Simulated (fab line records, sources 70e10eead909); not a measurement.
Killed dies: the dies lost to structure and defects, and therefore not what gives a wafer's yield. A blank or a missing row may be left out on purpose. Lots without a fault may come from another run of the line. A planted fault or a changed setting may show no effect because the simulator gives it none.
Chamber matching + flow nand harc + rie diel-04 running NHARC_A_BONDPAD_ETCH_34: 4 sister chambers
The step etches the open film in N2/H2, target depth 60 nm, overetch 18 nm, time 65.91 s. 8 wafers are shown with their chamber, then 7 later ones without.

## WAFERS, EACH WITH ITS CHAMBER
| wafer  | chamber | drypump motor current A (A) | rf vpp V (V) |
|--------|---------|-----------------------------|--------------|
| L940.2 | 3       | 6.0                         | 428.2        |
| L937.2 | 0       | 6.3                         | 427.4        |
| L937.5 | 1       | 5.6                         | 431.0        |
| L944.1 | 1       | 5.6                         | 430.1        |
| L944.2 | 3       | 6.0                         | 429.2        |
| L944.6 | 2       | 5.4                         | 426.0        |
| L943.2 | 2       | 5.5                         | 426.3        |
| L943.3 | 0       | 6.3                         | 427.7        |

## WAFERS MISSING THEIR CHAMBER
| wafer  | drypump motor current A (A) | rf vpp V (V) |
|--------|-----------------------------|--------------|
| L943.4 | 6.0                         | 428.9        |
| L945.2 | 6.0                         | 428.8        |
| L945.3 | 5.6                         | 431.4        |
| L945.6 | 5.5                         | 426.6        |
| L957.1 | 5.9                         | 429.6        |
| L957.2 | 5.5                         | 426.4        |
| L957.6 | 5.6                         | 428.8        |

## EACH ONE'S CHAMBER
| wafer  | from the rows above | in truth |
|--------|---------------------|----------|
| L943.4 | 3                   | 3        |
| L945.2 | 3                   | 3        |
| L945.3 | 1                   | 1        |
| L945.6 | 2                   | 2        |
| L957.1 | 3                   | 3        |
| L957.2 | 2                   | 2        |
| L957.6 | 1                   | 1        |
Placed correctly: 7 of 7. Not placeable from these rows: 0. 0 placed wrongly.
How it was worked out, from the rows above alone: a wafer's distance from a chamber is the root of the sum, over the readings, of the square of ((its reading less the chamber's mean) divided by the reading's scatter). The wafer belongs to the nearest chamber; if the next one is less than 2 further off, it can't be placed. For every chamber, the mean is computed from those of its wafers that are shown. The scatter is the square root of a quotient: the sum, over the shown wafers, of each reading's squared deviation from its chamber's mean, divided by wafers minus chambers.
